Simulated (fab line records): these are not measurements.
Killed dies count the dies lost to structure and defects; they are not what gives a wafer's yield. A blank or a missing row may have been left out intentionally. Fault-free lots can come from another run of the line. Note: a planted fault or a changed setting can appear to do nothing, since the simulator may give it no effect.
A single fault, viewed from 3 desks :: flow nand harc :: only its own numbers are on each desk; what lay behind them is given at the end

== THE DEFECT DESK ==
What the inspections along the route counted, lot by lot: means of the sampled wafers that have a number. If a lot's mean is further than 4 standard deviations from the usual mean, the lot is out of limits and carries the mark OUT (the distance appears in the brackets).
Columns: A = raw defect count at NHARC_A_CHANNEL_FILL_D1_INSPECT_13, usual 317
lot: L587
first seen here: day 11 07:55
A: 282

lot: L588
first seen here: day 11 07:55
A: 325

lot: L593
first seen here: day 13 01:26
A: 295

lot: L592
first seen here: day 13 01:26
A: 474

lot: L594
first seen here: day 13 23:30
A: 249

lot: L595
first seen here: day 14 02:37
A: 424

lot: L596
first seen here: day 14 17:07
A: 332

lot: L604
first seen here: day 18 01:53
A: 262

lot: L605
first seen here: day 18 10:25
A: 301

lot: L607
first seen here: day 19 16:12
A: 293

lot: L608
first seen here: day 19 16:12
A: 343

lot: L609
first seen here: day 20 04:25
A: 195

lot: L610
first seen here: day 20 17:19
A: 307
Finding of this desk: none of the 13 lots has anything out of limits.

== FROM THE METROLOGY DESK ==
What the gauges read, lot by lot, whatever tool the lot ran on: means of the sampled wafers that have a number. If a lot's mean is further than 4 standard deviations from the usual mean, the lot is out of limits and carries the mark OUT (the distance appears in the brackets).
Columns: A = thk nm at NHARC_A_ONON_D2_THK_MEAS_08, usual 997 nm; B = thk nm at NHARC_A_ONON_D2_THK_MEAS_24, usual 1002 nm
lot: L588
first seen here: day 13 06:28
A: 1005
B: 1020

lot: L587
first seen here: day 13 06:28
A: 1003
B: 997

lot: L593
first seen here: day 14 14:07
A: 1002
B: 1005

lot: L592
first seen here: day 14 14:08
A: 979
B: 1021

lot: L594
first seen here: day 15 08:55
A: 993
B: 1000

lot: L595
first seen here: day 15 12:20
A: 998
B: 1700 (+70) OUT

lot: L596
first seen here: day 16 05:31
A: 993
B: 1686 (+68) OUT

lot: L604
first seen here: day 19 12:56
A: 996
B: 1005

lot: L605
first seen here: day 19 21:33
A: 1014
B: 988

lot: L608
first seen here: day 21 02:56
A: 995
B: 996

lot: L607
first seen here: day 21 02:56
A: 1007
B: 997

lot: L609
first seen here: day 21 14:09
A: 999
B: 1016

lot: L610
first seen here: day 22 00:02
A: 1005
B: 1004
This desk's verdict: out of limits on L595, L596, starting with L595 at day 15 21:59 (thk nm at NHARC_A_ONON_D2_THK_MEAS_24). Within limits: L588, L587, L593, L592, L594, L604, L605, L608, L607, L609, L610.

== FOR THE TOOL OWNER'S DESK: pecvd onon-04 ==
The tool's own readings at NHARC_A_ONON_D2_DEP_22 (target thk 1000 nm): means of the sampled wafers that have a number, for each lot that ran on this tool. If a lot's mean is further than 4 standard deviations from the usual mean, the lot is out of limits and carries the mark OUT (the distance appears in the brackets).
Columns: A = nh3 flow sccm at NHARC_A_ONON_D2_DEP_22, usual 499.9 sccm; B = susceptor temp C at NHARC_A_ONON_D2_DEP_22, usual 399.96 C
lot: L587
first seen here: day 13 16:06
A: 498.6
B: 400.09

lot: L593
first seen here: day 14 23:49
A: 498.5
B: 399.69

lot: L594
first seen here: day 15 18:03
A: 501.0
B: 399.92

lot: L595
first seen here: day 15 21:29
A: 501.3
B: 399.99

lot: L596
first seen here: day 16 14:59
A: 500.6
B: 400.09

lot: L604
first seen here: day 19 22:33
A: 500.3
B: 399.98

lot: L605
first seen here: day 20 06:39
A: 498.2
B: 399.99

lot: L610
first seen here: day 22 09:19
A: 501.5
B: 400.07
Finding of this desk: none of the 8 lots has anything out of limits.

== TAKEN TOGETHER ==
An alarm was possible from the metrology desk at day 15 21:59, on L595, L596.
Nothing the defect desk looked at was out of limits.
The desk of the tool owner found nothing out of limits.
The defect desk has L595, L596 on record, within its limits.
The tool owner's desk has L595, L596 on record, within its limits.
Of the lots named, all ran NHARC_A_ONON_D2_DEP_22 on pecvd onon-04.

== WHAT THE SIMULATOR HAD PUT IN ==
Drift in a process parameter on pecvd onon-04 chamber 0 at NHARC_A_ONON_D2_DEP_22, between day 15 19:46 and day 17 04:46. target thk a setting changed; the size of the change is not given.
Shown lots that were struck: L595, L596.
Delay in hours, fault start to first out-of-limits reading, per desk: metrology desk 2.
